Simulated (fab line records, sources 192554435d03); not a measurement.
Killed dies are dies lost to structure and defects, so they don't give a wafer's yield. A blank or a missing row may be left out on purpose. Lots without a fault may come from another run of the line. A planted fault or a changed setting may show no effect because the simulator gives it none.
Split-lot experiment | flow n5_finfet | 7 lots, 39 wafers read, on a route of 1938 steps

THE SPLIT
At N5_PASSIVATION_ETCH_54 (etches SiO2 in CHF3/O2, target depth 880 nm, time 440 s), the setting target_depth_a was moved away from the recipe's 8800 angstrom on 15 of the 39 wafers read, by -57.9% to +42.3%. The other wafers ran this setting at the recipe's value.

The reading is taken at the split's own step.

THE READING
PASSIVATION.feature_depth_nm (the simulator's own value, which no gauge read), in nm, at N5_PASSIVATION_ETCH_54 (etches SiO2 in CHF3/O2, target depth 880 nm, time 440 s). The file gives no usual value for it. The 24 wafers here that ran the recipe average 882.3 nm, standard deviation 16 nm.

wafer  | tool, chamber at the split | target_depth_a as run, angstrom | against the recipe | PASSIVATION.feature_depth_nm, nm | against lot-mates on the recipe
L075.1 | rie_diel-04, 2             | 5717                            | -35.0%             | 569.4                            | -332.3
L075.2 | rie_diel-04, 1             | 8800                            | recipe             | 919.6                            | -
L075.3 | rie_diel-04, 0             | 5717                            | -35.0%             | 587                              | -314.7
L075.4 | rie_diel-04, 3             | 8800                            | recipe             | 896.4                            | -
L075.5 | rie_diel-04, 3             | 8800                            | recipe             | 889                              | -
L075.6 | rie_diel-04, 0             | 5717                            | -35.0%             | 581.6                            | -320.1
L080.1 | rie_diel-02, 1             | 8800                            | recipe             | 865.8                            | -
L080.2 | rie_diel-02, 3             | 8800                            | recipe             | 892.6                            | -
L080.3 | rie_diel-02, 2             | 8800                            | recipe             | 878.6                            | -
L080.4 | rie_diel-02, 2             | 8800                            | recipe             | 887.2                            | -
L080.5 | rie_diel-02, 3             | 8800                            | recipe             | 896.6                            | -
L080.6 | rie_diel-02, 1             | 8800                            | recipe             | 870.2                            | -
L083.1 | rie_diel-04, 0             | 8800                            | recipe             | 888.2                            | -
L083.2 | rie_diel-04, 2             | 8800                            | recipe             | 861.2                            | -
L083.3 | rie_diel-04, 3             | 8800                            | recipe             | 889.4                            | -
L083.4 | rie_diel-04, 1             | 3709                            | -57.9%             | 382.4                            | -497.2
L083.5 | rie_diel-04, 0             | 3709                            | -57.9%             | 368                              | -511.6
L083.6 | rie_diel-04, 1             | 3709                            | -57.9%             | 381.2                            | -498.4
L084.3 | rie_diel-02, 2             | 8800                            | recipe             | 884.8                            | -
L084.5 | rie_diel-02, 2             | 8800                            | recipe             | 893                              | -
L084.6 | rie_diel-02, 3             | 8800                            | recipe             | 888.2                            | -
L093.1 | rie_diel-03, 0             | 4193                            | -52.4%             | 420                              | -453.0
L093.2 | rie_diel-03, 1             | 8800                            | recipe             | 866                              | -
L093.3 | rie_diel-03, 2             | 8800                            | recipe             | 874.8                            | -
L093.4 | rie_diel-03, 3             | 8800                            | recipe             | 878.2                            | -
L093.5 | rie_diel-03, 1             | 4193                            | -52.4%             | 413.2                            | -459.8
L093.6 | rie_diel-03, 2             | 4193                            | -52.4%             | 417.6                            | -455.4
L095.1 | rie_diel-02, 1             | 12520                           | +42.3%             | 1252                             | +365.1
L095.2 | rie_diel-02, 0             | 12520                           | +42.3%             | 1226                             | +339.1
L095.3 | rie_diel-02, 2             | 8800                            | recipe             | 880.4                            | -
L095.4 | rie_diel-02, 3             | 8800                            | recipe             | 915.4                            | -
L095.5 | rie_diel-02, 1             | 12520                           | +42.3%             | 1236                             | +349.1
L095.6 | rie_diel-02, 0             | 8800                            | recipe             | 864.8                            | -
L096.1 | rie_diel-02, 1             | 10570                           | +20.1%             | 1046                             | +181.3
L096.2 | rie_diel-02, 3             | 10570                           | +20.1%             | 1086                             | +221.3
L096.3 | rie_diel-02, 2             | 8800                            | recipe             | 874.4                            | -
L096.4 | rie_diel-02, 0             | 8800                            | recipe             | 856.8                            | -
L096.5 | rie_diel-02, 2             | 8800                            | recipe             | 862.8                            | -
L096.6 | rie_diel-02, 1             | 10570                           | +20.1%             | 1044                             | +179.3

THE FIT
A straight line over all 39 wafers: PASSIVATION.feature_depth_nm changes by +8.69 nm for each +1% of target_depth_a; r = +1.00; the points scatter about the line by 15 nm.
The same after taking each lot's own level away (the mean of its wafers on the recipe; 39 wafers): +8.72 nm for each +1%; r = +1.00; scatter 15 nm.
On that fit, the largest move of target_depth_a shifts the reading by 5e+02 nm.
The lots' own levels span 864.67 to 901.67 nm, that is 2.4 times the standard deviation above.
So the lot-to-lot level changes the slope little: the two slopes agree.
Check: with one of the wafers moved furthest among these (-57.9%) left out of the fit, the line predicts -507 nm for it against its lot-mates. It came out at -497 nm against them.

OTHER SPLITS ON THESE WAFERS
These wafers also went through other splits before the reading. Each is held against what the fit with the lots' levels taken away leaves over:
other split on the same wafers           | wafers away from the commonest value | r with PASSIVATION.feature_depth_nm (lot level and that fit taken away)
N5_BEOL_M9_TRENCH_ETCH_37 target_depth_a | 18                                   | +0.05
N5_BEOL_M12_DEP_53 time_s                | 18                                   | -0.03
N5_MIM_TOP_ALD_01 ald_cycles             | 15                                   | +0.00

THE WHOLE CHAIN: every reading that the file lists as answering this split, in the file's order
step                   | what it does                                            | reading                                                                       | change (the file's fit)              | r (the file's)
N5_PASSIVATION_ETCH_54 | etches SiO2 in CHF3/O2, target depth 880 nm, time 440 s | etch.depth_nm (the simulator's own value, which no gauge read)                | +8.73 nm for each +1% of the setting | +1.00
N5_PASSIVATION_ETCH_54 | etches SiO2 in CHF3/O2, target depth 880 nm, time 440 s | PASSIVATION.feature_depth_nm (the simulator's own value, which no gauge read) | +8.73 nm for each +1% of the setting | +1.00

THE FILE'S OWN FIT
PASSIVATION.feature_depth_nm changes by +8.73 nm for each +1% of target_depth_a, r = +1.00.
